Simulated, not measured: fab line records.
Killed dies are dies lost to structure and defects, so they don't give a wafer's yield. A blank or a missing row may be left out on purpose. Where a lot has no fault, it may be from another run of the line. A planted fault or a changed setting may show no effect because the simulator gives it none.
Which of the tools did it? + flow n5Finfet + 24 lots, 72 wafers sampled, at 1 step of a route of 1938

WHAT EACH GAUGE READ, for each wafer
N5_MOL_CONTACT_COAG_INSPECT_42: inspects for defects (brightfield). Usual: rawDefectCount reads 193 (standard deviation 45).
| lot  | measured     | on               | rawDefectCount | flag |
|------|--------------|------------------|----------------|------|
| L074 | day 5 07:46  | defectInspect-02 | 208 192 326    |      |
| L075 | day 5 14:41  | defectInspect-02 | 160 193 166    |      |
| L076 | day 5 23:26  | defectInspect-02 | 260 175 218    |      |
| L078 | day 6 03:41  | defectInspect-01 | 115 121 160    |      |
| L077 | day 6 06:08  | defectInspect-02 | 237 166 240    |      |
| L079 | day 6 12:08  | defectInspect-01 | 236 163 222    |      |
| L080 | day 6 16:32  | defectInspect-02 | 271 177 175    |      |
| L081 | day 7 00:53  | defectInspect-02 | 237 252 296    |      |
| L082 | day 7 07:57  | defectInspect-02 | 214 169 218    |      |
| L083 | day 7 15:14  | defectInspect-02 | 139 134 233    |      |
| L084 | day 8 04:10  | defectInspect-02 | 144 203 159    |      |
| L085 | day 8 09:24  | defectInspect-02 | 173 292 187    |      |
| L086 | day 8 12:03  | defectInspect-02 | 239 165 238    |      |
| L087 | day 8 17:17  | defectInspect-02 | 190 96 116     |      |
| L088 | day 9 01:23  | defectInspect-01 | 202 212 141    |      |
| L089 | day 9 07:35  | defectInspect-02 | 205 128 222    |      |
| L090 | day 9 07:52  | defectInspect-02 | 115 138 238    |      |
| L092 | day 9 13:33  | defectInspect-01 | 163 199 181    |      |
| L091 | day 9 17:35  | defectInspect-02 | 245 222 196    |      |
| L093 | day 10 03:53 | defectInspect-01 | 197 185 241    |      |
| L094 | day 10 07:34 | defectInspect-02 | 148 141 156    |      |
| L095 | day 10 10:49 | defectInspect-02 | 170 231 180    |      |
| L096 | day 10 17:44 | defectInspect-01 | 191 225 189    |      |
| L097 | day 11 01:35 | defectInspect-02 | 232 294 188    |      |

TOOL THAT RAN EACH LOT (tool first, then ch and the chambers of the sampled wafers, then the start)
Record: no process step prior to these readings.

AS READ BY THE TOOLS THEMSELVES (means over the sampled wafers that have a number; for cases with no such wafer, the mark the record gives instead)
The record holds no such reading with a usual standard deviation.

THE ANSWER, worked out from the rows above alone
Rule: a lot is off if the mean of its wafers that have a number lies more than 3 standard deviations from the usual mean. A lot without any number at a reading at which 4 lots or more have one is off too. Where the step has rows for the other lots, those lots are counted as sound. First the gauges in route order, then the tools' own readings, where a lot's mean is used as printed above. The first step at which some lot is off is used, and at that step the reading that is off furthest; a lot without a number counts as furthest.
Across all readings shown, no lot is off: no conclusion can be drawn from this.

WHAT THE SIMULATOR HAD PUT IN
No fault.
